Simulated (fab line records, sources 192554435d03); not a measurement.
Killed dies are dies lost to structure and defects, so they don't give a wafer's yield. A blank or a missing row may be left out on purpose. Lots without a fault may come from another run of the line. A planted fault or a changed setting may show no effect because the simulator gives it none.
Split-lot experiment | flow n5_finfet | 7 lots, 21 wafers read, on a route of 1938 steps

THE SPLIT
At N5_PASSIVATION_EXPOSE_27 (exposes mask PAD, defocus 0 nm), the setting dose_mj was moved away from the recipe's 32.3 on 7 of the 21 wafers read, by -4.9% to +5.8%. The other wafers ran this setting at the recipe's value.

FROM THE SPLIT TO THE READING: what the file shows between them, 3 steps
- N5_PASSIVATION_PEB_28
- N5_PASSIVATION_DEVELOP_29: develop time 60 s
- N5_PASSIVATION_HARDBAKE_31: time 120 s

THE READING
cd_nm, in nm, at N5_PASSIVATION_CD_MEAS_30 (target cd 4000 nm). Fault-free wafers of this fab line usually give 3999.4 nm, standard deviation 1.6 nm.

wafer  | tool, chamber at the split | dose_mj as run | against the recipe | cd_nm, nm | against lot-mates on the recipe
L075.2 | krf_scanner-01, 0          | 34.18          | +5.8%              | 4011.4    | +11.9
L075.3 | krf_scanner-01, 0          | 32.3           | recipe             | 3999.5    | -
L075.5 | krf_scanner-01, 0          | 34.18          | +5.8%              | 4010.2    | +10.7
L085.1 | krf_scanner-02, 0          | 32.3           | recipe             | 3999.8    | -
L085.4 | krf_scanner-02, 0          | 31.25          | -3.3%              | 3991.4    | -8.4
L085.6 | krf_scanner-02, 0          | 31.25          | -3.3%              | 3994.0    | -5.8
L084.3 | krf_scanner-02, 0          | 32.3           | recipe             | 3999.9    | -
L084.5 | krf_scanner-02, 0          | 32.3           | recipe             | 3998.8    | -
L084.6 | krf_scanner-02, 0          | 32.3           | recipe             | 3999.5    | -
L090.3 | krf_scanner-02, 0          | 32.3           | recipe             | 3998.4    | -
L090.4 | krf_scanner-02, 0          | 32.3           | recipe             | 4000.2    | -
L090.5 | krf_scanner-02, 0          | 32.3           | recipe             | 4000.3    | -
L096.2 | krf_scanner-01, 0          | 32.3           | recipe             | 3999.6    | -
L096.3 | krf_scanner-01, 0          | 32.3           | recipe             | 4000.5    | -
L096.5 | krf_scanner-01, 0          | 31.6           | -2.2%              | 3994.4    | -5.7
L093.3 | krf_scanner-01, 0          | 32.3           | recipe             | 3999.0    | -
L093.4 | krf_scanner-01, 0          | 30.73          | -4.9%              | 3989.4    | -7.9
L093.5 | krf_scanner-01, 0          | 32.3           | recipe             | 3995.6    | -
L092.1 | krf_scanner-02, 0          | 32.3           | recipe             | 3995.8    | -
L092.3 | krf_scanner-02, 0          | 31.62          | -2.1%              | 3992.4    | -4.8
L092.4 | krf_scanner-02, 0          | 32.3           | recipe             | 3998.6    | -

THE FIT
A straight line over all 21 wafers: cd_nm changes by +2.04 nm for each +1% of dose_mj; r = +0.96; the points scatter about the line by 1.4 nm.
The same after taking each lot's own level away (the mean of its wafers on the recipe; 21 wafers): +1.96 nm for each +1%; r = +0.98; scatter 1.1 nm.
On that fit, the largest move of dose_mj shifts the reading by 11 nm.
The lots' own levels span 3997.20 to 4000.05 nm, that is 1.8 times the standard deviation above.
So the lot-to-lot level changes the slope little: the two slopes agree.
Check: with one of the wafers moved furthest among these (+5.8%) left out of the fit, the line predicts +11 nm for it against its lot-mates. It came out at +11.9 nm against them.

OTHER SPLITS ON THESE WAFERS
These wafers also went through other splits before the reading. Each is held against what the fit with the lots' levels taken away leaves over:
other split on the same wafers | wafers away from the commonest value | r with cd_nm (lot level and that fit taken away)
N5_BEOL_M15_EXPOSE_07 dose_mj  | 6                                    | +0.01
N5_PASSIVATION_PECVD_00 time_s | 10                                   | +0.26

THE FILE'S OWN FIT
cd_nm changes by +1.94 nm for each +1% of dose_mj, r = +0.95.
